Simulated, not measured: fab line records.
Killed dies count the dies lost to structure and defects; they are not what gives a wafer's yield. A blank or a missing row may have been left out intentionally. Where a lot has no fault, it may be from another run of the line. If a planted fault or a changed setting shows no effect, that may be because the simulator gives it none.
Split-lot trial ; flow n5Finfet ; route with 1938 steps; 7 lots, 39 wafers read

THE SPLIT ITSELF
At N5_SD_EPI_N_ETCH_16 (etches SiO2 in CHF3/O2, target depth 5 nm), the setting targetDepthA was moved away from the recipe's 50 angstrom on 15 of the 39 wafers read, by -11.6% to +11.6%. This setting was run at the recipe's value on the other wafers.

The reading is taken at the split's own step.

THE READING
etch.depthNm (the simulator's own value, which no gauge read), in nm, at N5_SD_EPI_N_ETCH_16 (etches SiO2 in CHF3/O2, target depth 5 nm). The file does not state a usual value for it. The 24 wafers here that ran the recipe average 4.944 nm, standard deviation 0.08 nm.

wafer;tool, chamber at the split;targetDepthA as run, angstrom;against the recipe;etch.depthNm, nm;against lot-mates on the recipe
L085.1;rieDiel-05, 2;46.99;-6.0%;4.722;-0.093
L085.2;rieDiel-05, 3;46.99;-6.0%;4.494;-0.321
L085.3;rieDiel-05, 1;50;recipe;4.878;-
L085.4;rieDiel-05, 0;46.99;-6.0%;4.557;-0.258
L085.5;rieDiel-05, 0;50;recipe;4.803;-
L085.6;rieDiel-05, 3;50;recipe;4.764;-
L086.1;rieDiel-02, 3;50;recipe;5.093;-
L086.2;rieDiel-02, 1;50;recipe;4.925;-
L086.3;rieDiel-02, 2;50;recipe;4.93;-
L086.4;rieDiel-02, 0;50;recipe;5.079;-
L086.5;rieDiel-02, 2;50;recipe;4.913;-
L086.6;rieDiel-02, 1;50;recipe;4.938;-
L089.1;rieDiel-01, 2;50;recipe;4.989;-
L089.2;rieDiel-01, 0;50;recipe;4.895;-
L089.3;rieDiel-01, 3;53.72;+7.4%;5.381;+0.445
L089.4;rieDiel-01, 3;53.72;+7.4%;5.375;+0.439
L089.5;rieDiel-01, 2;53.72;+7.4%;5.35;+0.414
L089.6;rieDiel-01, 0;50;recipe;4.924;-
L093.1;rieDiel-01, 3;55.78;+11.6%;5.621;+0.624
L093.2;rieDiel-01, 2;55.78;+11.6%;5.611;+0.614
L093.3;rieDiel-01, 0;50;recipe;4.956;-
L093.4;rieDiel-01, 1;55.78;+11.6%;5.782;+0.785
L093.5;rieDiel-01, 0;50;recipe;4.99;-
L093.6;rieDiel-01, 3;50;recipe;5.046;-
L094.1;rieDiel-02, 2;50;recipe;4.879;-
L094.3;rieDiel-02, 1;50;recipe;4.924;-
L094.4;rieDiel-02, 0;50;recipe;5.025;-
L095.1;rieDiel-01, 3;50;recipe;4.943;-
L095.2;rieDiel-01, 1;44.21;-11.6%;4.526;-0.445
L095.3;rieDiel-01, 0;44.21;-11.6%;4.323;-0.648
L095.4;rieDiel-01, 2;44.21;-11.6%;4.378;-0.593
L095.5;rieDiel-01, 0;50;recipe;4.884;-
L095.6;rieDiel-01, 1;50;recipe;5.085;-
L096.1;rieDiel-01, 2;50;recipe;4.941;-
L096.2;rieDiel-01, 0;45.62;-8.8%;4.478;-0.449
L096.3;rieDiel-01, 3;45.62;-8.8%;4.531;-0.396
L096.4;rieDiel-01, 2;45.62;-8.8%;4.485;-0.442
L096.5;rieDiel-01, 3;50;recipe;4.938;-
L096.6;rieDiel-01, 0;50;recipe;4.902;-

THE FIT
A straight line over all 39 wafers: etch.depthNm changes by +0.0549 nm for each +1% of targetDepthA; r = +0.97; the points scatter about the line by 0.086 nm.
The same after taking each lot's own level away (the mean of its wafers on the recipe; 39 wafers): +0.0522 nm for each +1%; r = +0.97; scatter 0.072 nm.
That fit puts the effect of the largest move of targetDepthA on the reading at 0.6 nm.
The lots' own levels span 4.8150 to 4.9973 nm, that is 2.3 times the standard deviation above.
Hence the lot-to-lot level has little effect on the slope; both slopes agree.
Check: for one of the wafers moved furthest among these (-11.6%), held out of the fit, the line's prediction against its lot-mates is -0.602 nm. It came out at -0.445 nm against them.

ADDITIONAL SPLITS CARRIED BY THESE WAFERS
These wafers also went through other splits before the reading. Each is held against what the fit with the lots' levels taken away leaves over:
other split on the same wafers;wafers away from the commonest value;r with etch.depthNm (lot level and that fit taken away)
N5_DUMMY_GATE_EXPOSE_12 doseMj;15;+0.03

THE FILE'S OWN FIT
etch.depthNm changes by +0.0519 nm for each +1% of targetDepthA, r = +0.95.
